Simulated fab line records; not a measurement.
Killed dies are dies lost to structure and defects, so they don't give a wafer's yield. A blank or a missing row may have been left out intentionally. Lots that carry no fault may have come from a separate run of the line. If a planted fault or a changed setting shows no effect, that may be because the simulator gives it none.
Check of tool commonality / flow nand harc / 14 lots and 42 wafers in the sample

== WHAT PROMPTED THE OPENING ==
At NHARC_A_M0_CD_MEAS_09 the reading cd nm is flagged on 2 of 14 lots. Wafers without a fault read 80.4 nm, standard deviation 0.78.
Rule: a lot is flagged in two cases, either no wafer of it has a number, or all its wafers with numbers fall more than 4 standard deviations from that mean. The other lots count as sound.

lot=L994; measured=day 22 18:19; on=cd sem-01; cd nm (nm), wafer by wafer=79.4 80.4 80.7; flag=
lot=L995; measured=day 22 19:05; on=cd sem-01; cd nm (nm), wafer by wafer=80.9 80.3 80.0; flag=
lot=L997; measured=day 23 07:51; on=cd sem-01; cd nm (nm), wafer by wafer=79.5 79.1 80.4; flag=
lot=L996; measured=day 23 09:45; on=cd sem-01; cd nm (nm), wafer by wafer=79.3 80.2 80.0; flag=
lot=L998; measured=day 23 22:50; on=cd sem-02; cd nm (nm), wafer by wafer=80.1 81.2 82.0; flag=
lot=L999; measured=day 25 10:45; on=cd sem-02; cd nm (nm), wafer by wafer=80.7 80.7 79.5; flag=
lot=L103; measured=day 26 04:01; on=cd sem-01; cd nm (nm), wafer by wafer=81.1 79.7 79.9; flag=
lot=L105; measured=day 27 18:54; on=cd sem-03; cd nm (nm), wafer by wafer=81.8 80.1 82.2; flag=
lot=L107; measured=day 27 19:59; on=cd sem-01; cd nm (nm), wafer by wafer=80.4 80.4 81.0; flag=
lot=L106; measured=day 28 03:23; on=cd sem-02; cd nm (nm), wafer by wafer=81.7 80.1 80.4; flag=
lot=L109; measured=day 28 16:25; on=cd sem-02; cd nm (nm), wafer by wafer=78.7 79.7 80.2; flag=
lot=L108; measured=day 28 20:08; on=cd sem-02; cd nm (nm), wafer by wafer=79.4 79.2 80.5; flag=
lot=L112; measured=day 29 22:05; on=cd sem-01; cd nm (nm), wafer by wafer=110.5 110.1 109.6; flag=FLAGGED
lot=L113; measured=day 30 02:40; on=cd sem-03; cd nm (nm), wafer by wafer=105.0 105.3 105.4; flag=FLAGGED
The mean of the flagged lots' numbers is 107.7 nm, +27.2 nm from the usual (+35 standard deviations).

== WHICH TOOL RAN EACH LOT ==
The record holds 4 process steps before the reading, out of a route of 1302 steps. In each cell: the tool, then ch and the chambers that the sampled wafers went through, then the start.
lot=L994; flag=; NHARC_A_CONTACT_ALD_18=ald metal-01 ch 1,2,3, day 22 12:16; NHARC_A_CONTACT_CVD_19=cvd w-01 ch 0,1, day 22 13:20 or earlier; NHARC_A_CONTACT_CMP_20=cmp-01 ch 1,2,3, day 22 13:20; NHARC_A_M0_EXPOSE_06=arfi scanner-02 ch 0, day 22 18:10
lot=L995; flag=; NHARC_A_CONTACT_ALD_18=ald metal-03 ch 1,2, day 22 13:05; NHARC_A_CONTACT_CVD_19=cvd w-02 ch 0,1, day 22 14:10 or earlier; NHARC_A_CONTACT_CMP_20=cmp-04 ch 1,2, day 22 14:10; NHARC_A_M0_EXPOSE_06=arfi scanner-01 ch 0, day 22 18:56
lot=L997; flag=; NHARC_A_CONTACT_ALD_18=ald metal-03 ch 1,2,3, day 23 02:04; NHARC_A_CONTACT_CVD_19=cvd w-02 ch 0,1, day 23 03:11 or earlier; NHARC_A_CONTACT_CMP_20=cmp-01 ch 0,1,2, day 23 03:11; NHARC_A_M0_EXPOSE_06=arfi scanner-01 ch 0, day 23 07:43
lot=L996; flag=; NHARC_A_CONTACT_ALD_18=ald metal-04 ch 0,1,3, day 23 03:39; NHARC_A_CONTACT_CVD_19=cvd w-01 ch 0,1, day 23 04:47 or earlier; NHARC_A_CONTACT_CMP_20=cmp-04 ch 0,1,2, day 23 04:47; NHARC_A_M0_EXPOSE_06=arfi scanner-03 ch 0, day 23 09:37
lot=L998; flag=; NHARC_A_CONTACT_ALD_18=ald metal-01 ch 1,2,3, day 23 16:37; NHARC_A_CONTACT_CVD_19=cvd w-01 ch 0, day 23 17:41 or earlier; NHARC_A_CONTACT_CMP_20=cmp-01 ch 0,1,3, day 23 17:41; NHARC_A_M0_EXPOSE_06=arfi scanner-02 ch 0, day 23 22:42
lot=L999; flag=; NHARC_A_CONTACT_ALD_18=ald metal-01 ch 0,2, day 25 04:42; NHARC_A_CONTACT_CVD_19=cvd w-02 ch 0,1, day 25 05:49 or earlier; NHARC_A_CONTACT_CMP_20=cmp-01 ch 1,2, day 25 05:49; NHARC_A_M0_EXPOSE_06=arfi scanner-02 ch 0, day 25 10:37
lot=L103; flag=; NHARC_A_CONTACT_ALD_18=ald metal-01 ch 0,2,3, day 25 22:09; NHARC_A_CONTACT_CVD_19=cvd w-02 ch 0,1, day 25 23:12 or earlier; NHARC_A_CONTACT_CMP_20=cmp-03 ch 1,3, day 25 23:12; NHARC_A_M0_EXPOSE_06=arfi scanner-03 ch 0, day 26 03:53
lot=L105; flag=; NHARC_A_CONTACT_ALD_18=ald metal-04 ch 0,1, day 27 12:50; NHARC_A_CONTACT_CVD_19=cvd w-01 ch 0,1, day 27 13:55 or earlier; NHARC_A_CONTACT_CMP_20=cmp-04 ch 1,2, day 27 13:55; NHARC_A_M0_EXPOSE_06=arfi scanner-01 ch 0, day 27 18:45
lot=L107; flag=; NHARC_A_CONTACT_ALD_18=ald metal-03 ch 0,1,2, day 27 14:04; NHARC_A_CONTACT_CVD_19=cvd w-01 ch 1, day 27 15:10 or earlier; NHARC_A_CONTACT_CMP_20=cmp-01 ch 0,1,2, day 27 15:10; NHARC_A_M0_EXPOSE_06=arfi scanner-01 ch 0, day 27 19:50
lot=L106; flag=; NHARC_A_CONTACT_ALD_18=ald metal-04 ch 1,3, day 27 21:20; NHARC_A_CONTACT_CVD_19=cvd w-02 ch 0,1, day 27 22:24 or earlier; NHARC_A_CONTACT_CMP_20=cmp-03 ch 2,3, day 27 22:24; NHARC_A_M0_EXPOSE_06=arfi scanner-03 ch 0, day 28 03:15
lot=L109; flag=; NHARC_A_CONTACT_ALD_18=ald metal-01 ch 0,1,2, day 28 10:26; NHARC_A_CONTACT_CVD_19=cvd w-02 ch 0,1, day 28 11:34 or earlier; NHARC_A_CONTACT_CMP_20=cmp-04 ch 1,2,3, day 28 11:34; NHARC_A_M0_EXPOSE_06=arfi scanner-01 ch 0, day 28 16:17
lot=L108; flag=; NHARC_A_CONTACT_ALD_18=ald metal-03 ch 0,1,2, day 28 13:43; NHARC_A_CONTACT_CVD_19=cvd w-01 ch 0,1, day 28 14:44 or earlier; NHARC_A_CONTACT_CMP_20=cmp-01 ch 2,3, day 28 14:44; NHARC_A_M0_EXPOSE_06=arfi scanner-03 ch 0, day 28 20:00
lot=L112; flag=FLAGGED; NHARC_A_CONTACT_ALD_18=ald metal-04 ch 0,2, day 29 16:10; NHARC_A_CONTACT_CVD_19=cvd w-01 ch 0,1, day 29 17:16 or earlier; NHARC_A_CONTACT_CMP_20=cmp-04 ch 0,1,3, day 29 17:16; NHARC_A_M0_EXPOSE_06=arfi scanner-02 ch 0, day 29 21:57
lot=L113; flag=FLAGGED; NHARC_A_CONTACT_ALD_18=ald metal-04 ch 1,2,3, day 29 20:48; NHARC_A_CONTACT_CVD_19=cvd w-02 ch 0,1, day 29 21:52 or earlier; NHARC_A_CONTACT_CMP_20=cmp-03 ch 0,1,3, day 29 21:52; NHARC_A_M0_EXPOSE_06=arfi scanner-02 ch 0, day 30 02:32
What is done by these steps:
- NHARC_A_CONTACT_ALD_18: deposits TiN, target thk 3 nm, pulse time 1 s, ald cycles 150.
- NHARC_A_CONTACT_CVD_19: deposits W, target thk 300 nm, time 802 s.
- NHARC_A_CONTACT_CMP_20: polishes, t overpolish 30 s, target thk 300 nm.
- NHARC_A_M0_EXPOSE_06: exposes mask A M0, target cd 80 nm.
- NHARC_A_M0_CD_MEAS_09: target cd 80 nm.

== FLAGGED OVER TOTAL, TOOL BY TOOL (the gauges that took the reading come last) ==
step=NHARC_A_CONTACT_ALD_18; tool=ald metal-01; lots run=5; flagged=0; share of the flagged lots=none; sound lots run after its first flagged lot=-
step=NHARC_A_CONTACT_ALD_18; tool=ald metal-03; lots run=4; flagged=0; share of the flagged lots=none; sound lots run after its first flagged lot=-
step=NHARC_A_CONTACT_ALD_18; tool=ald metal-04; lots run=5; flagged=2; share of the flagged lots=all; sound lots run after its first flagged lot=0
step=NHARC_A_CONTACT_CVD_19; tool=cvd w-01; lots run=7; flagged=1; share of the flagged lots=some; sound lots run after its first flagged lot=0
step=NHARC_A_CONTACT_CVD_19; tool=cvd w-02; lots run=7; flagged=1; share of the flagged lots=some; sound lots run after its first flagged lot=0
step=NHARC_A_CONTACT_CMP_20; tool=cmp-01; lots run=6; flagged=0; share of the flagged lots=none; sound lots run after its first flagged lot=-
step=NHARC_A_CONTACT_CMP_20; tool=cmp-03; lots run=3; flagged=1; share of the flagged lots=some; sound lots run after its first flagged lot=0
step=NHARC_A_CONTACT_CMP_20; tool=cmp-04; lots run=5; flagged=1; share of the flagged lots=some; sound lots run after its first flagged lot=0
step=NHARC_A_M0_EXPOSE_06; tool=arfi scanner-01; lots run=5; flagged=0; share of the flagged lots=none; sound lots run after its first flagged lot=-
step=NHARC_A_M0_EXPOSE_06; tool=arfi scanner-02; lots run=5; flagged=2; share of the flagged lots=all; sound lots run after its first flagged lot=0
step=NHARC_A_M0_EXPOSE_06; tool=arfi scanner-03; lots run=4; flagged=0; share of the flagged lots=none; sound lots run after its first flagged lot=-
step=NHARC_A_M0_CD_MEAS_09; tool=cd sem-01; lots run=7; flagged=1; share of the flagged lots=some; sound lots run after its first flagged lot=0
step=NHARC_A_M0_CD_MEAS_09; tool=cd sem-02; lots run=5; flagged=0; share of the flagged lots=none; sound lots run after its first flagged lot=-
step=NHARC_A_M0_CD_MEAS_09; tool=cd sem-03; lots run=2; flagged=1; share of the flagged lots=some; sound lots run after its first flagged lot=0
NHARC_A_CONTACT_CVD_19: start missing for some lots; hours and lot order therefore follow NHARC_A_CONTACT_CMP_20.

== WHAT THE TABLE ALLOWS ==
Table rows that saw every flagged lot: 2, namely ald metal-04 at NHARC_A_CONTACT_ALD_18 and arfi scanner-02 at NHARC_A_M0_EXPOSE_06.
- ald metal-04 at NHARC_A_CONTACT_ALD_18: 2 of its 5 lots flagged. Its last sound lot is L106 (day 27 21:20), its first flagged lot L112 (day 29 16:10): a fault that began between those two fits.
- arfi scanner-02 at NHARC_A_M0_EXPOSE_06: 2 of its 5 lots flagged. Its last sound lot is L999 (day 25 10:37), its first flagged lot L112 (day 29 21:57): a fault that began between those two fits. Its own readings (exposure dose mJ cm2) fall more than 4 standard deviations out on all wafers of the flagged lots.
Because each of these 2 tools fits a fault that began at some hour, counting lots does not separate them. More lots, or a look at what each step does to the wafer, might.

== WHAT THE SIMULATOR HAD PUT IN ==
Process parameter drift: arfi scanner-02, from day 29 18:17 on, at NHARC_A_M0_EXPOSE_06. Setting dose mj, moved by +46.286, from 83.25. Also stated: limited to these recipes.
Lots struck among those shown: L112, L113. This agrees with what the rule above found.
